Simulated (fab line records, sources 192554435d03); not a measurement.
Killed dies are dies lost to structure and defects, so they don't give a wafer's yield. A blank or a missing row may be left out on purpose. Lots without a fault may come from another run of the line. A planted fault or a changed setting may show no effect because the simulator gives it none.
Chamber matching | flow n5_finfet | N5_BEOL_M14_ETCH_68 on rie_diel-02: 4 sister chambers
The step etches SOC in N2/H2, time 450 s. 22 wafers are shown with their chamber, then 11 later ones without.

WAFERS WITH THEIR CHAMBER
wafer  | chamber | showerhead_plenum_p_Torr (Torr) | drypump_motor_current_A (A) | throttle_valve_pct (%)
L074.4 | 2       | 2.48                            | 5.1                         | 18.08
L074.5 | 1       | 2.48                            | 5.0                         | 17.82
L074.6 | 2       | 2.48                            | 5.1                         | 18.07
L079.3 | 0       | 2.52                            | 5.4                         | 18.02
L079.4 | 2       | 2.48                            | 5.1                         | 18.10
L079.5 | 3       | 2.63                            | 5.4                         | 17.80
L082.1 | 0       | 2.52                            | 5.4                         | 18.05
L082.3 | 3       | 2.63                            | 5.4                         | 17.81
L082.5 | 1       | 2.47                            | 5.1                         | 17.86
L085.1 | 2       | 2.48                            | 5.2                         | 18.12
L085.2 | 1       | 2.47                            | 5.0                         | 17.90
L085.6 | 1       | 2.47                            | 5.0                         | 17.90
L083.1 | 3       | 2.63                            | 5.4                         | 17.82
L083.3 | 2       | 2.47                            | 5.1                         | 18.11
L083.4 | 1       | 2.46                            | 5.1                         | 17.88
L086.3 | 2       | 2.47                            | 5.1                         | 18.14
L086.4 | 1       | 2.46                            | 5.0                         | 17.89
L086.5 | 1       | 2.46                            | 5.0                         | 17.88
L088.2 | 0       | 2.52                            | 5.4                         | 18.05
L088.4 | 1       | 2.46                            | 5.0                         | 17.92
L088.5 | 3       | 2.63                            | 5.4                         | 17.83
L089.2 | 2       | 2.47                            | 5.1                         | 18.14

SIGNATURES (means of the wafers above)
reading                  | chamber 0 | chamber 1 | chamber 2 | chamber 3 | scatter within a chamber
showerhead_plenum_p_Torr | 2.5200    | 2.4663    | 2.4757    | 2.6300    | 0.00557
drypump_motor_current_A  | 5.400     | 5.025     | 5.114     | 5.400     | 0.0362
throttle_valve_pct       | 18.0400   | 17.8813   | 18.1086   | 17.8150   | 0.0259
Rule: a wafer's distance from a chamber is the root of the sum, over the readings, of the square of ((its reading less the chamber's mean) divided by the reading's scatter). The wafer belongs to the nearest chamber; if the next one is less than 2 further off, it can't be placed. The scatter: the root of (the sum of the squares of (reading less its chamber's mean) over the shown wafers, divided by (wafers less chambers)).

WAFERS WITHOUT THEIR CHAMBER
wafer  | showerhead_plenum_p_Torr (Torr) | drypump_motor_current_A (A) | throttle_valve_pct (%)
L089.3 | 2.52                            | 5.4                         | 18.07
L089.5 | 2.46                            | 5.0                         | 17.89
L092.1 | 2.62                            | 5.4                         | 17.86
L092.2 | 2.51                            | 5.4                         | 18.06
L092.3 | 2.47                            | 5.1                         | 18.14
L097.2 | 2.45                            | 5.0                         | 17.92
L097.4 | 2.46                            | 5.1                         | 18.18
L097.5 | 2.62                            | 5.4                         | 17.85
L096.1 | 2.51                            | 5.4                         | 18.10
L096.2 | 2.46                            | 5.1                         | 18.19
L096.4 | 2.45                            | 5.0                         | 17.93

WHICH CHAMBER EACH WENT THROUGH
wafer  | from the rows above | in truth
L089.3 | 0                   | 0
L089.5 | 1                   | 1
L092.1 | 3                   | 3
L092.2 | 0                   | 0
L092.3 | 2                   | 2
L097.2 | 1                   | 1
L097.4 | 2                   | 2
L097.5 | 3                   | 3
L096.1 | 0                   | 0
L096.2 | 2                   | 2
L096.4 | 1                   | 1
Placed correctly: 11 of 11. Can't be placed from these rows: 0. Placed wrongly: 0.
